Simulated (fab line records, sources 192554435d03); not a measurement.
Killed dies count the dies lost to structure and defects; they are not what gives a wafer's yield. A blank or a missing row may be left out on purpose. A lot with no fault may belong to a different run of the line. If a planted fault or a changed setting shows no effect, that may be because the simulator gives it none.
Split-lot study || flow n5 finfet || 39 wafers read across 7 lots, on a route 1938 steps long

## SPLIT DETAILS
At N5_SD_EPI_P_EPI_21 (deposits SiGe:B, time 355 s), the setting epi growth time s was moved away from the recipe's 355 s on 12 of the 39 wafers read, by -45.1% to +51.9%. All remaining wafers had this setting at the recipe value.

The reading comes from the split's own step.

## THE READING
SiGe-B_of_SD_EPI_P_EPI_21.thk nm (the simulator's own value, which no gauge read), in nm, at N5_SD_EPI_P_EPI_21 (deposits SiGe:B, time 355 s). No usual value for it is given in the file. Average 61.1 nm, standard deviation 0.48 nm, over the 27 wafers here run with the recipe.

{"wafer": "L076.2", "tool, chamber at the split": "epi rpcvd-01, 0", "epi growth time s as run, s": 355, "against the recipe": "recipe", "SiGe-B_of_SD_EPI_P_EPI_21.thk nm, nm": 60.6, "against lot-mates on the recipe": "-"}
{"wafer": "L076.3", "tool, chamber at the split": "epi rpcvd-01, 0", "epi growth time s as run, s": 355, "against the recipe": "recipe", "SiGe-B_of_SD_EPI_P_EPI_21.thk nm, nm": 60.2, "against lot-mates on the recipe": "-"}
{"wafer": "L076.6", "tool, chamber at the split": "epi rpcvd-01, 0", "epi growth time s as run, s": 355, "against the recipe": "recipe", "SiGe-B_of_SD_EPI_P_EPI_21.thk nm, nm": 60.8, "against lot-mates on the recipe": "-"}
{"wafer": "L078.1", "tool, chamber at the split": "epi rpcvd-02, 0", "epi growth time s as run, s": 355, "against the recipe": "recipe", "SiGe-B_of_SD_EPI_P_EPI_21.thk nm, nm": 61.6, "against lot-mates on the recipe": "-"}
{"wafer": "L078.2", "tool, chamber at the split": "epi rpcvd-02, 0", "epi growth time s as run, s": 355, "against the recipe": "recipe", "SiGe-B_of_SD_EPI_P_EPI_21.thk nm, nm": 61.2, "against lot-mates on the recipe": "-"}
{"wafer": "L078.3", "tool, chamber at the split": "epi rpcvd-02, 0", "epi growth time s as run, s": 194.8, "against the recipe": "-45.1%", "SiGe-B_of_SD_EPI_P_EPI_21.thk nm, nm": 36, "against lot-mates on the recipe": -25.3}
{"wafer": "L078.4", "tool, chamber at the split": "epi rpcvd-02, 0", "epi growth time s as run, s": 194.8, "against the recipe": "-45.1%", "SiGe-B_of_SD_EPI_P_EPI_21.thk nm, nm": 36.2, "against lot-mates on the recipe": -25.1}
{"wafer": "L078.5", "tool, chamber at the split": "epi rpcvd-02, 0", "epi growth time s as run, s": 355, "against the recipe": "recipe", "SiGe-B_of_SD_EPI_P_EPI_21.thk nm, nm": 61, "against lot-mates on the recipe": "-"}
{"wafer": "L078.6", "tool, chamber at the split": "epi rpcvd-02, 0", "epi growth time s as run, s": 194.8, "against the recipe": "-45.1%", "SiGe-B_of_SD_EPI_P_EPI_21.thk nm, nm": 36.6, "against lot-mates on the recipe": -24.7}
{"wafer": "L084.1", "tool, chamber at the split": "epi rpcvd-04, 0", "epi growth time s as run, s": 430.6, "against the recipe": "+21.3%", "SiGe-B_of_SD_EPI_P_EPI_21.thk nm, nm": 69.8, "against lot-mates on the recipe": "+8.3"}
{"wafer": "L084.4", "tool, chamber at the split": "epi rpcvd-04, 0", "epi growth time s as run, s": 430.6, "against the recipe": "+21.3%", "SiGe-B_of_SD_EPI_P_EPI_21.thk nm, nm": 69.8, "against lot-mates on the recipe": "+8.3"}
{"wafer": "L084.2", "tool, chamber at the split": "epi rpcvd-04, 0", "epi growth time s as run, s": 355, "against the recipe": "recipe", "SiGe-B_of_SD_EPI_P_EPI_21.thk nm, nm": 62, "against lot-mates on the recipe": "-"}
{"wafer": "L084.3", "tool, chamber at the split": "epi rpcvd-04, 0", "epi growth time s as run, s": 355, "against the recipe": "recipe", "SiGe-B_of_SD_EPI_P_EPI_21.thk nm, nm": 61.6, "against lot-mates on the recipe": "-"}
{"wafer": "L084.5", "tool, chamber at the split": "epi rpcvd-04, 0", "epi growth time s as run, s": 355, "against the recipe": "recipe", "SiGe-B_of_SD_EPI_P_EPI_21.thk nm, nm": 61, "against lot-mates on the recipe": "-"}
{"wafer": "L084.6", "tool, chamber at the split": "epi rpcvd-04, 0", "epi growth time s as run, s": 430.6, "against the recipe": "+21.3%", "SiGe-B_of_SD_EPI_P_EPI_21.thk nm, nm": 69.6, "against lot-mates on the recipe": "+8.1"}
{"wafer": "L090.1", "tool, chamber at the split": "epi rpcvd-01, 0", "epi growth time s as run, s": 355, "against the recipe": "recipe", "SiGe-B_of_SD_EPI_P_EPI_21.thk nm, nm": 61.4, "against lot-mates on the recipe": "-"}
{"wafer": "L090.5", "tool, chamber at the split": "epi rpcvd-01, 0", "epi growth time s as run, s": 355, "against the recipe": "recipe", "SiGe-B_of_SD_EPI_P_EPI_21.thk nm, nm": 61.4, "against lot-mates on the recipe": "-"}
{"wafer": "L090.2", "tool, chamber at the split": "epi rpcvd-01, 0", "epi growth time s as run, s": 355, "against the recipe": "recipe", "SiGe-B_of_SD_EPI_P_EPI_21.thk nm, nm": 60.6, "against lot-mates on the recipe": "-"}
{"wafer": "L090.3", "tool, chamber at the split": "epi rpcvd-01, 0", "epi growth time s as run, s": 355, "against the recipe": "recipe", "SiGe-B_of_SD_EPI_P_EPI_21.thk nm, nm": 60.4, "against lot-mates on the recipe": "-"}
{"wafer": "L090.4", "tool, chamber at the split": "epi rpcvd-01, 0", "epi growth time s as run, s": 355, "against the recipe": "recipe", "SiGe-B_of_SD_EPI_P_EPI_21.thk nm, nm": 61.2, "against lot-mates on the recipe": "-"}
{"wafer": "L090.6", "tool, chamber at the split": "epi rpcvd-01, 0", "epi growth time s as run, s": 355, "against the recipe": "recipe", "SiGe-B_of_SD_EPI_P_EPI_21.thk nm, nm": 61, "against lot-mates on the recipe": "-"}
{"wafer": "L092.1", "tool, chamber at the split": "epi rpcvd-02, 0", "epi growth time s as run, s": 539.1, "against the recipe": "+51.9%", "SiGe-B_of_SD_EPI_P_EPI_21.thk nm, nm": 82.6, "against lot-mates on the recipe": "+20.7"}
{"wafer": "L092.2", "tool, chamber at the split": "epi rpcvd-02, 0", "epi growth time s as run, s": 355, "against the recipe": "recipe", "SiGe-B_of_SD_EPI_P_EPI_21.thk nm, nm": 61.6, "against lot-mates on the recipe": "-"}
{"wafer": "L092.3", "tool, chamber at the split": "epi rpcvd-02, 0", "epi growth time s as run, s": 539.1, "against the recipe": "+51.9%", "SiGe-B_of_SD_EPI_P_EPI_21.thk nm, nm": 82, "against lot-mates on the recipe": "+20.1"}
{"wafer": "L092.4", "tool, chamber at the split": "epi rpcvd-02, 0", "epi growth time s as run, s": 539.1, "against the recipe": "+51.9%", "SiGe-B_of_SD_EPI_P_EPI_21.thk nm, nm": 82.2, "against lot-mates on the recipe": "+20.3"}
{"wafer": "L092.5", "tool, chamber at the split": "epi rpcvd-02, 0", "epi growth time s as run, s": 355, "against the recipe": "recipe", "SiGe-B_of_SD_EPI_P_EPI_21.thk nm, nm": 62.4, "against lot-mates on the recipe": "-"}
{"wafer": "L092.6", "tool, chamber at the split": "epi rpcvd-02, 0", "epi growth time s as run, s": 355, "against the recipe": "recipe", "SiGe-B_of_SD_EPI_P_EPI_21.thk nm, nm": 61.8, "against lot-mates on the recipe": "-"}
{"wafer": "L094.1", "tool, chamber at the split": "epi rpcvd-02, 0", "epi growth time s as run, s": 355, "against the recipe": "recipe", "SiGe-B_of_SD_EPI_P_EPI_21.thk nm, nm": 60.8, "against lot-mates on the recipe": "-"}
{"wafer": "L094.4", "tool, chamber at the split": "epi rpcvd-02, 0", "epi growth time s as run, s": 355, "against the recipe": "recipe", "SiGe-B_of_SD_EPI_P_EPI_21.thk nm, nm": 60.8, "against lot-mates on the recipe": "-"}
{"wafer": "L094.2", "tool, chamber at the split": "epi rpcvd-02, 0", "epi growth time s as run, s": 254.1, "against the recipe": "-28.4%", "SiGe-B_of_SD_EPI_P_EPI_21.thk nm, nm": 47.6, "against lot-mates on the recipe": -13.3}
{"wafer": "L094.6", "tool, chamber at the split": "epi rpcvd-02, 0", "epi growth time s as run, s": 254.1, "against the recipe": "-28.4%", "SiGe-B_of_SD_EPI_P_EPI_21.thk nm, nm": 47.6, "against lot-mates on the recipe": -13.3}
{"wafer": "L094.3", "tool, chamber at the split": "epi rpcvd-02, 0", "epi growth time s as run, s": 254.1, "against the recipe": "-28.4%", "SiGe-B_of_SD_EPI_P_EPI_21.thk nm, nm": 47.2, "against lot-mates on the recipe": -13.7}
{"wafer": "L094.5", "tool, chamber at the split": "epi rpcvd-02, 0", "epi growth time s as run, s": 355, "against the recipe": "recipe", "SiGe-B_of_SD_EPI_P_EPI_21.thk nm, nm": 61.2, "against lot-mates on the recipe": "-"}
{"wafer": "L095.1", "tool, chamber at the split": "epi rpcvd-04, 0", "epi growth time s as run, s": 355, "against the recipe": "recipe", "SiGe-B_of_SD_EPI_P_EPI_21.thk nm, nm": 61, "against lot-mates on the recipe": "-"}
{"wafer": "L095.2", "tool, chamber at the split": "epi rpcvd-04, 0", "epi growth time s as run, s": 355, "against the recipe": "recipe", "SiGe-B_of_SD_EPI_P_EPI_21.thk nm, nm": 61, "against lot-mates on the recipe": "-"}
{"wafer": "L095.4", "tool, chamber at the split": "epi rpcvd-04, 0", "epi growth time s as run, s": 355, "against the recipe": "recipe", "SiGe-B_of_SD_EPI_P_EPI_21.thk nm, nm": 61, "against lot-mates on the recipe": "-"}
{"wafer": "L095.3", "tool, chamber at the split": "epi rpcvd-04, 0", "epi growth time s as run, s": 355, "against the recipe": "recipe", "SiGe-B_of_SD_EPI_P_EPI_21.thk nm, nm": 60.8, "against lot-mates on the recipe": "-"}
{"wafer": "L095.5", "tool, chamber at the split": "epi rpcvd-04, 0", "epi growth time s as run, s": 355, "against the recipe": "recipe", "SiGe-B_of_SD_EPI_P_EPI_21.thk nm, nm": 60.8, "against lot-mates on the recipe": "-"}
{"wafer": "L095.6", "tool, chamber at the split": "epi rpcvd-04, 0", "epi growth time s as run, s": 355, "against the recipe": "recipe", "SiGe-B_of_SD_EPI_P_EPI_21.thk nm, nm": 60.8, "against lot-mates on the recipe": "-"}

THE FIT
A straight line over all 39 wafers: SiGe-B_of_SD_EPI_P_EPI_21.thk nm changes by +0.466 nm for each +1% of epi growth time s; r = +0.99; the points scatter about the line by 1.3 nm.
The same after taking each lot's own level away (the mean of its wafers on the recipe; 39 wafers): +0.458 nm for each +1%; r = +0.99; scatter 1.5 nm.
That fit puts the effect of the largest move of epi growth time s on the reading at 24 nm.
Across the lots, their own levels run from 60.53 to 61.93 nm, a range of 2.9 times the standard deviation given above.
Hence the lot-to-lot level has little effect on the slope; both slopes agree.
Check: for one of the wafers moved furthest among these (+51.9%), held out of the fit, the line's prediction against its lot-mates is +23.5 nm. Against them it came out at +20.7 nm.

## THESE WAFERS: OTHER SPLITS
Before the reading, these wafers also passed through other splits. Each is held against what the fit with the lots' levels taken away leaves over:
{"other split on the same wafers": "N5_FIN_SAQP_ETCH_69 target depth a", "wafers away from the commonest value": 12, "r with SiGe-B_of_SD_EPI_P_EPI_21.thk nm (lot level and that fit taken away)": "+0.12"}

## THE WHOLE CHAIN: every reading that the file lists as answering this split, in the file's order
{"step": "N5_SD_EPI_P_EPI_21", "what it does": "deposits SiGe:B, time 355 s", "reading": "SiGe-B_of_SD_EPI_P_EPI_21.thk nm (the simulator's own value, which no gauge read)", "change (the file's fit)": "+0.458 nm for each +1% of the setting", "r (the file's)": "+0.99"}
{"step": "N5_SD_EPI_P_EPI_MEAS_23", "what it does": "", "reading": "thk nm", "change (the file's fit)": "withheld for each +1% of the setting", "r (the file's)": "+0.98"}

## THE FILE'S OWN FIT
SiGe-B_of_SD_EPI_P_EPI_21.thk nm changes by +0.458 nm for each +1% of epi growth time s, r = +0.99.
